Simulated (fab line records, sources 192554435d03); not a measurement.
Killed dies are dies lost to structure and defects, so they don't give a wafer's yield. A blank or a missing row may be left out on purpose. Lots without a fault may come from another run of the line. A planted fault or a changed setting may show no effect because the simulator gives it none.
fab line records | flow n5_finfet
record lots=6 wafers=16 last_day=18
route steps=1938 shown BEOL_M11@1584 PASSIVATION@1936
lots that met no fault: from a run of the same line without faults
start_h: hours from the record's first day to the start of the lot's first wafer shown | wait_h: hours since the lot's step before | " the same as in the row above | L1.1+2: a row that stands for several wafers | - no value, or no start given | * or withheld: withheld | < > ~ a bound
route shown NAME@n: a module of which the file shows steps, and the number in the route of the first | usual: mean/standard deviation of fault-free wafers | same: alike in all rows | chamber/n: place in a boat | sites: the reading at each site | _std_site: their standard deviation | _edge_site: outer sites' mean less inner sites' | radius_mm: how far each site lies from the wafer's centre | mask NAME#n: copy n | behind: the tool/chamber that last shaped the wafer | hold: why the lot was held/for how many hours/how that ended | device: the transistor (n, p or np) that didn't switch | end of line: the same wafers' tests at the end of the route | a step without rows: its recipe alone | killed: dies lost to structure and defects at the first sort, not the wafer's yield | map: a wafer's dies, x killed, . not, _ none there
set.NAME: the setting as run; set.NAME@STEP: as run at that earlier step | model.NAME: the simulator's own value behind a step, which no gauge read
lots at some steps of the route; a table a step, a row a wafer
services: from which hour (start_h, from the record's first day; less than 0 if before it) a tool's chamber was out of use, for how many hours, and why
## steps
# step N5_BEOL_M11_PRECLEAN_42
# recipe chemistry=residue_remover time_s=60 temp_c=40
# step N5_BEOL_M11_SRD_43
# recipe time_s=30 temp_c=23 rinse_liquid=diw dry=ipa_marangoni
# step N5_BEOL_M11_CD_MEAS_35
# recipe target_cd_nm=70 polarity=opening
# usual cd_nm=70.4/0.59
# columns lot.wafer tool chamber start_h wait_h cd_nm
L130.4 cd_sem-03 - 210.21 0.0 69.5
L130.5 " - " " 70.8
L130.6 " - " " 70.2
L134.1 cd_sem-02 - 229.31 0.0 71.2
L134.3 " - " " 70.2
L134.5 " - " " 70.5
L146.5 cd_sem-01 - 329.11 0.0 70.4
L149.1 cd_sem-01 - 346.59 0.0 71.2
L149.5 " - " " 71.4
L149.6 " - " " 71.1
L152.1 cd_sem-03 - 372.35 0.0 69.9
L152.4 " - " " 70.5
L152.6 " - " " 69.8
L137.2 cd_sem-01 - 381.42 0.0 70.1
L137.3 " - " " 70.3
L137.6 " - " " 70.5
# step N5_BEOL_M11_CURE_72
# recipe temp_c=370 time_s=120 ambient=DMADMS/He material=SiCOH_lowk
# usual lamp_power_pct=52.31/0.057 wafer_temp_C_max=371.8/0.7
# columns lot.wafer tool chamber start_h wait_h lamp_power_pct wafer_temp_C_max
L130.4 uv_cure-02 1 210.40 0.2 52.35 371.0
L130.5 " 1 " " 52.34 371.1
L130.6 " 1 " " 52.31 371.0
L134.1 uv_cure-01 0 229.36 0.0 52.38 371.1
L134.3 " 0 " " 52.33 371.7
L134.5 " 0 " " 52.23 371.5
L146.5 uv_cure-02 2 329.40 0.3 52.36 371.5
L149.1 uv_cure-02 1 346.63 0.0 52.33 371.0
L149.5 " 1 " " 52.34 370.9
L149.6 " 1 " " 52.35 371.0
L152.1 uv_cure-02 2 372.40 0.0 52.30 371.4
L152.4 " 2 " " 52.32 371.3
L152.6 " 2 " " 52.29 371.4
L137.2 uv_cure-01 1 381.51 0.1 52.35 371.5
L137.3 " 1 " " 52.30 371.2
L137.6 " 1 " " 52.34 371.5
# step N5_BEOL_M11_DEGAS_44
# recipe ambient=vacuum temp_c=250 time_s=60
# usual heater_power_w=354/51 susceptor_temp_C=249.98/0.17
# columns lot.wafer tool chamber start_h wait_h heater_power_w susceptor_temp_C
L130.4 pvd_sputter-01 - 210.70 0.3 350 250.06
L130.5 " - " " 347 249.96
L130.6 " - " " 366 249.79
L134.1 pvd_sputter-02 - 231.06 1.7 364 250.02
L134.3 " - " " 280 249.88
L134.5 " - " " 367 249.88
L146.5 pvd_sputter-02 - 329.60 0.1 327 250.26
L149.1 pvd_sputter-01 - 347.28 0.5 368 249.99
L149.5 " - " " 358 249.95
L149.6 " - " " 346 249.90
L152.1 pvd_sputter-01 - 375.22 2.7 384 249.89
L152.4 " - " " 316 250.14
L152.6 " - " " 349 250.05
L137.2 pvd_sputter-02 - 381.81 0.3 323 249.83
L137.3 " - " " 353 250.11
L137.6 " - " " 319 249.63
# step N5_BEOL_M11_PRE_CLEAN_45
# recipe gas=H2/He time_s=30 temp_c=250
# usual heater_power_w=355/52 susceptor_temp_C=250.02/0.18
# columns lot.wafer tool chamber start_h wait_h heater_power_w susceptor_temp_C
L130.4 pvd_sputter-01 - 210.74 0.0 353 250.16
L130.5 " - " " 347 250.15
L130.6 " - " " 372 250.09
L134.1 pvd_sputter-02 - 231.10 0.0 358 250.08
L134.3 " - " " 285 249.92
L134.5 " - " " 354 249.96
L146.5 pvd_sputter-02 - 329.64 0.0 332 250.08
L149.1 pvd_sputter-01 - 347.32 0.0 373 249.91
L149.5 " - " " 375 250.15
L149.6 " - " " 344 250.11
L152.1 pvd_sputter-01 - 375.26 0.0 356 249.94
L152.4 " - " " 322 249.83
L152.6 " - " " 347 249.88
L137.2 pvd_sputter-02 - 381.85 0.0 310 250.11
L137.3 " - " " 350 249.91
L137.6 " - " " 334 250.02
# step N5_BEOL_M11_ALD_74
# recipe material=TaN target_thk_a=20 temp_c=275 ald_precursor_family=PDMAT ald_co_reactant=NH3 pressure_torr=3 carrier_flow_sccm=1500 pulse_time_s=2 purge_time_s=3 co_reactant_purge_time_s=2 co_reactant_pulse_time_s=3 ald_cycles=40 precursor_vessel_temp_c=75 precursor_vessel_pressure_torr=26.25 precursor_vessel_carrier_sccm=1000
# step N5_BEOL_M11_SURFACE_TREAT_76
# recipe gas=Ar time_s=* ion_energy_ev=* ion_current_ma_cm2=0.5 pressure_mtorr=* ar_flow_sccm=30
# usual throttle_valve_pct=*
# columns lot.wafer tool chamber start_h wait_h throttle_valve_pct
L130.4 pvd_sputter-01 - 211.10 0.2 *
L130.5 " - " " *
L130.6 " - " " *
L134.1 pvd_sputter-01 - 231.45 0.2 *
L134.3 " - " " *
L134.5 " - " " *
L146.5 pvd_sputter-01 - 330.27 0.2 *
L149.1 pvd_sputter-01 - 347.82 0.3 *
L149.5 " - " " *
L149.6 " - " " *
L152.1 pvd_sputter-01 - 375.71 0.2 *
L152.4 " - " " *
L152.6 " - " " *
L137.2 pvd_sputter-02 - 382.23 0.2 *
L137.3 " - " " *
L137.6 " - " " *
# step N5_BEOL_M11_CVD_75
# recipe material=Co target_thk_a=20 temp_c=withheld precursor=CCTBA/H2 pressure_torr=30 time_s=138.9
# step N5_BEOL_M11_SPUTTER_48
# recipe material=Cu target_thk_a=120 temp_c=-20 bias_v=60 power_w=26000 chamber_pressure_pa=0.13 time_s=2
# usual chuck_sensor_temp_C=-16.0/0.49 susceptor_temp_C=-20.02/0.095 throttle_valve_pct=30.1/0.78
# columns lot.wafer tool chamber start_h wait_h chuck_sensor_temp_C susceptor_temp_C throttle_valve_pct
L130.4 pvd_sputter-03 - 211.28 0.0 -16.5 -20.15 29.7
L130.5 " - " " -16.6 -20.04 29.5
L130.6 " - " " -16.4 -20.06 29.8
L134.1 pvd_sputter-01 - 231.69 0.1 -15.7 -20.14 30.3
L134.3 " - " " -15.9 -20.00 28.9
L134.5 " - " " -16.5 -20.00 31.7
L146.5 pvd_sputter-03 - 330.74 0.1 -17.1 -19.89 29.5
L149.1 pvd_sputter-03 - 348.30 0.1 -16.9 -20.03 29.6
L149.5 " - " " -16.9 -20.15 29.9
L149.6 " - " " -16.5 -19.95 29.8
L152.1 pvd_sputter-01 - 375.98 0.2 -16.1 -19.98 28.8
L152.4 " - " " -15.5 -20.07 30.3
L152.6 " - " " -15.9 -20.05 29.9
L137.2 pvd_sputter-01 - 384.49 1.9 -15.9 -20.09 30.3
L137.3 " - " " -16.3 -20.16 31.9
L137.6 " - " " -15.6 -19.91 30.1
# step N5_BEOL_M11_ECD_50
# recipe material=Cu target_thk_a=3180
# step N5_BEOL_M11_ANNEAL_51
# recipe temp_c=225 time_s=90 ambient=N2
# step N5_BEOL_M11_CMP_52
# recipe stop_on=SiCOH_lowk t_overpolish_s=7 down_force_psi=1 platen_rpm=50 clearing_platen_down_force_psi=1.5 clearing_platen_rpm=50 post_cmp_clean=cu_alkaline target_thk_nm=140 clearing_platen_pad_velocity_m_s=0.99484 pad_velocity_m_s=0.99484
# usual barrier_field_endpoint_s=28.9/0.86 clearing_platen_rpm=50.00/0.031 edge_zone_pressure_frac=1.000/0.005 head_pressure_psi=1.0002/0.0022 motor_current_A=6.2/0.61 overpolish_run_s=7.000/0.0089 platen_rpm=49.99/0.032 slurry_filter_dp_kPa=13.48/0.15 time_to_endpoint_s=64/3.8
# columns lot.wafer tool chamber start_h wait_h barrier_field_endpoint_s clearing_platen_rpm edge_zone_pressure_frac head_pressure_psi motor_current_A overpolish_run_s platen_rpm slurry_filter_dp_kPa time_to_endpoint_s
L130.4 cmp-02 3 211.91 0.1 28.3 49.98 1.005 0.9999 6.8 6.987 49.98 13.17 66
L130.5 " 3 " " 29.4 49.97 1.009 1.0049 7.2 6.996 49.93 13.48 66
L130.6 " 0 " " 27.9 49.99 1.004 1.0011 5.8 7.000 50.00 13.34 59
L134.1 cmp-03 3 232.23 0.3 29.0 49.96 1.001 1.0044 6.0 6.992 50.01 13.67 64
L134.3 " 0 " " 30.0 50.01 0.999 0.9980 5.7 7.004 49.94 13.55 68
L134.5 " 3 " " 29.8 49.97 0.994 1.0017 6.2 7.011 50.07 13.46 63
L146.5 cmp-02 1 332.08 0.3 30.0 50.02 0.998 1.0046 6.4 7.008 48.01 13.37 64
L149.1 cmp-02 1 349.17 0.3 29.6 50.01 1.000 0.9968 6.4 6.995 48.01 13.46 64
L149.5 " 3 " " 28.6 49.97 1.005 1.0020 7.1 7.002 50.02 13.39 65
L149.6 " 0 " " 28.1 49.99 1.003 1.0033 5.7 6.990 49.99 13.21 62
L152.1 cmp-01 0 376.53 0.3 28.9 50.07 1.007 0.9989 6.6 7.009 50.02 13.73 69
L152.4 " 3 " " 28.6 50.01 0.994 0.9998 6.4 6.986 50.01 13.59 65
L152.6 " 0 " " 28.8 50.03 1.001 0.9986 6.4 6.998 50.03 13.47 69
L137.3 cmp-03 2 385.21 0.2 28.9 50.05 0.992 1.0005 5.8 7.022 49.97 13.92 62
L137.2 " 1 " " 29.7 49.98 1.005 0.9968 7.0 7.008 49.96 13.10 71
L137.6 " 2 " " 28.8 50.02 1.000 1.0015 5.9 7.005 50.01 13.51 61
# step N5_PASSIVATION_PROBE_49
# usual defect_limited_yield=91.2/1.4 killed_at_M0_to_M3=33/9.5 killed_at_M4_up=13/4.7 killed_at_contacts=11/5.3 killed_at_front_end=42/12 killed_at_other=5/3.3 killed_dies=104/17 killed_on_rim=14/4 killed_open=67/12 killed_short=33/7.7 sort_bin_4_leakage=0.01/0.058 sort_bin_5_function=5.1/0.94 sort_bin_6_memory=3.3/0.67 sort_n_pass=1074/24 sort_yield_pct=91.1/2
# same gross_dies=1180 killed_at_back_side=0 sort_bin_8_speed[%]=0
# columns lot.wafer tool chamber start_h wait_h defect_limited_yield[%] killed_at_M0_to_M3 killed_at_M4_up killed_at_contacts killed_at_front_end killed_at_other killed_dies killed_on_rim killed_open killed_short sort_bin_4_leakage[%] sort_bin_5_function[%] sort_bin_6_memory[%] sort_n_pass sort_yield_pct[%]
L130.4 prober-02 - 253.78 0.2 91.1 52 9 9 32 3 105 12 66 37 0 5.2 3.6 1075 91.1
L130.5 prober-02 - 253.83 0.2 91.8 41 16 4 33 3 97 13 69 22 0.08 4.7 2.6 1082 91.7
L130.6 prober-02 - 253.88 0.3 91.1 37 13 5 44 6 105 14 67 38 0 5.6 3.0 1075 91.1
L134.1 prober-01 - 275.80 0.0 92.5 43 5 6 28 7 89 12 60 27 0 3.7 3.5 1091 92.5
L134.3 prober-01 - 275.90 0.1 92.3 40 9 8 28 6 91 14 53 35 0 4.7 2.6 1089 92.3
L134.5 prober-01 - 276.00 0.2 90.9 40 10 13 39 5 107 14 72 31 0 5.4 3.4 1073 90.9
L149.1 prober-01 - 398.87 0.0 91.4 44 16 5 30 7 102 11 64 38 0 4.8 3.6 1078 91.4
L149.5 prober-01 - 399.07 0.2 90.8 46 11 10 37 5 109 14 74 34 0 6.3 2.7 1071 90.8
L149.6 prober-01 - 399.12 0.3 92.7 35 9 8 26 8 86 11 55 31 0 4.2 2.8 1094 92.7
L152.1 prober-01 - 419.00 0.0 91.7 24 14 17 34 9 98 14 63 34 0 4.9 3.2 1082 91.7
L152.4 prober-01 - 419.15 0.2 89.7 17 12 14 68 10 121 23 88 33 0 5.8 3.9 1059 89.7
L152.6 prober-01 - 419.25 0.3 90.8 39 4 21 39 6 109 11 65 42 0 6.0 2.9 1071 90.8
L137.2 prober-01 - 423.81 0.1 91.8 35 12 23 23 4 97 10 61 25 0 5.3 2.4 1083 91.8
L137.3 prober-01 - 423.86 0.1 91.0 53 13 12 25 3 106 14 65 32 0 4.7 3.5 1074 91.0
L137.6 prober-01 - 424.01 0.3 90.9 45 17 12 28 5 107 6 67 32 0 5.3 3.7 1073 90.9
# killed by level:class
L130.4 BEOL_M2:geometric_particle:open=22 BEOL_M1:geometric_particle:open=10 FIN_SAQP:geometric_particle:short=7 MOL_CONTACT_COAG:geometric_particle:open=6 BEOL_M2:geometric_particle:short=5 STI_FIN_REVEAL:geometric_particle:open=4 GATE_CUT:geometric_particle:short=4 BEOL_M0_SAQP:geometric_particle:open=4
L130.5 BEOL_M2:geometric_particle:open=21 BEOL_M4:geometric_particle:open=8 STI_FIN_REVEAL:geometric_particle:open=7 FIN_SAQP:geometric_particle:short=5 BEOL_M1:geometric_particle:open=5 HKMG_FIN:area_etch=5 DUMMY_GATE:geometric_particle:open=4 MOL_CONTACT_COAG:geometric_particle:open=4
L130.6 BEOL_M2:geometric_particle:open=15 FIN_SAQP:geometric_particle:short=11 FIN_SAQP:geometric_particle:open=8 BEOL_M1:geometric_particle:open=8 BEOL_M2:geometric_particle:short=7 BEOL_M4:geometric_particle:open=7 PASS1_CAP:geometric_particle:open=5 STARTING-WAFER:geometric_particle:short=5
L134.1 BEOL_M0_SAQP:geometric_particle:open=9 BEOL_M0_SAQP:geometric_particle:short=9 BEOL_M2:geometric_particle:open=9 BEOL_M3:geometric_particle:open=8 STI_FIN_REVEAL:geometric_particle:open=7 FIN_SAQP:geometric_particle:open=5 MOL_CONTACT_COAG:geometric_particle:open=4 DUMMY_GATE:geometric_particle:open=3
L134.3 BEOL_M0_SAQP:geometric_particle:short=13 BEOL_M0_SAQP:geometric_particle:open=9 STI_FIN_REVEAL:geometric_particle:open=8 FIN_SAQP:geometric_particle:short=7 MOL_CONTACT_COAG:geometric_particle:open=7 FIN_SAQP:geometric_particle:open=5 BEOL_M3:geometric_particle:open=5 BEOL_M0:geometric_particle:open=3
L134.5 BEOL_M3:geometric_particle:open=14 MOL_CONTACT_COAG:geometric_particle:open=11 BEOL_M2:geometric_particle:open=11 FIN_SAQP:geometric_particle:open=7 FIN_SAQP:geometric_particle:short=6 STI_FIN_REVEAL:geometric_particle:short=5 STI_FIN_REVEAL:geometric_particle:open=4 DUMMY_GATE:geometric_particle:open=4
L149.1 BEOL_M0_SAQP:geometric_particle:short=12 STI_FIN_REVEAL:geometric_particle:open=10 BEOL_M5:geometric_particle:open=7 BEOL_M0_SAQP:geometric_particle:open=7 BEOL_M2:geometric_particle:open=7 MOL_CONTACT_COAG:geometric_particle:open=5 DUMMY_GATE:geometric_particle:open=5 BEOL_M0:geometric_particle:open=5
L149.5 BEOL_M3:geometric_particle:open=14 STI_FIN_REVEAL:geometric_particle:open=14 BEOL_M2:geometric_particle:open=10 MOL_CONTACT_COAG:geometric_particle:open=8 GATE_CUT:geometric_particle:short=7 BEOL_M0_SAQP:geometric_particle:short=7 BEOL_M1:geometric_particle:open=6 FIN_SAQP:geometric_particle:short=4
L149.6 BEOL_M3:geometric_particle:open=11 STI_FIN_REVEAL:geometric_particle:open=7 BEOL_M0_SAQP:geometric_particle:open=7 MOL_CONTACT_COAG:geometric_particle:open=6 FIN_SAQP:geometric_particle:short=5 BEOL_M0_SAQP:geometric_particle:short=5 BEOL_M1:geometric_particle:open=4 BEOL_M2:geometric_particle:open=4
L152.1 MOL_CONTACT_COAG:geometric_particle:open=14 FIN_SAQP:geometric_particle:short=9 STI_FIN_REVEAL:geometric_particle:open=8 BEOL_M4:geometric_particle:open=7 DUMMY_GATE:geometric_particle:open=5 BEOL_M0_SAQP:geometric_particle:open=5 BEOL_M0_SAQP:geometric_particle:short=4 BEOL_M2:geometric_particle:open=4
L152.4 STI_FIN_REVEAL:geometric_particle:open=27 FIN_SAQP:geometric_particle:open=12 MOL_CONTACT_COAG:geometric_particle:open=12 FIN_SAQP:geometric_particle:short=7 BEOL_M0_SAQP:geometric_particle:open=6 STI_FIN_REVEAL:geometric_particle:short=5 MIM_TOP:geometric_particle:open=5 BEOL_M0_SAQP:geometric_particle:short=5
L152.6 MOL_CONTACT_COAG:geometric_particle:open=19 BEOL_M0_SAQP:geometric_particle:short=19 BEOL_M0_SAQP:geometric_particle:open=12 STI_FIN_REVEAL:geometric_particle:open=8 FIN_SAQP:geometric_particle:open=6 BEOL_M3:geometric_particle:open=5 STARTING-WAFER:geometric_particle:short=5 FIN_SAQP:geometric_particle:short=4
L137.2 MOL_CONTACT_COAG:geometric_particle:open=16 BEOL_M3:geometric_particle:open=8 BEOL_M2:geometric_particle:open=7 BEOL_M1:geometric_particle:open=6 HKMG_FIN:area_etch=6 DUMMY_GATE:geometric_particle:open=5 BEOL_M4:geometric_particle:open=5 MOL_CONTACT_COAG:area_etch=5
L137.3 BEOL_M2:geometric_particle:open=15 BEOL_M1:geometric_particle:open=12 MOL_CONTACT_COAG:geometric_particle:open=8 BEOL_M0_SAQP:geometric_particle:short=8 HKMG_FIN:area_etch=8 BEOL_M0_SAQP:geometric_particle:open=6 BEOL_M3:geometric_particle:open=5 GATE_CUT:geometric_particle:open=4
L137.6 BEOL_M0_SAQP:geometric_particle:open=11 BEOL_M0_SAQP:geometric_particle:short=10 STI_FIN_REVEAL:geometric_particle:open=9 BEOL_M4:geometric_particle:open=9 MOL_CONTACT_COAG:geometric_particle:open=7 BEOL_M2:geometric_particle:open=7 BEOL_M3:geometric_particle:open=6 BEOL_M1:geometric_particle:open=5
## services
# columns tool chamber start_h hours kind
uv_cure-01 - 188.15 9.1 repair
cmp-03 - 191.33 3.6 pm
pvd_sputter-01 - 200.17 1.1 repair
uv_cure-02 - 202.12 7.5 pm
uv_cure-01 - 208.53 7.5 pm
cmp-02 - 213.75 2.0 repair
cmp-01 - 228.10 4.0 pm
cmp-01 - 232.10 - consumable_replace:conditioner
cmp-01 - 232.10 - consumable_replace:pad
uv_cure-01 - 236.77 2.1 pm
uv_cure-01 - 262.11 5.0 pm
cmp-01 - 270.26 3.2 pm
cmp-01 - 276.53 0.2 repair
cmp-02 - 288.08 8.8 pm
cmp-03 - 296.75 4.0 pm
cmp-03 - 300.75 - consumable_replace:conditioner
cmp-03 - 300.75 - consumable_replace:pad
cmp-03 - 310.16 2.1 repair
cmp-02 - 337.50 3.4 pm
pvd_sputter-02 - 356.72 4.6 repair
cmp-01 - 367.78 5.0 pm
cmp-01 - 384.16 0.3 repair
## key
first_sign step=N5_BEOL_M11_CMP_52 reading=platen_rpm direction=down sigmas=61 usual=49.99 struck=48.01
effect none on later readings
met_at N5_BEOL_M11_CMP_52
struck_wafers L146.5,L149.1
rows_end L146.5
fault kind=process_parameter_drift tool=cmp-02 chamber=1 onset_h=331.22 steps=N5_BEOL_M11_CMP_52 channel=platen_rpm offset=-2 shape=step acts_in=these_recipes_only stated=50
# rows_end: these wafers met a further fault down the route, and their rows from its step on are left out
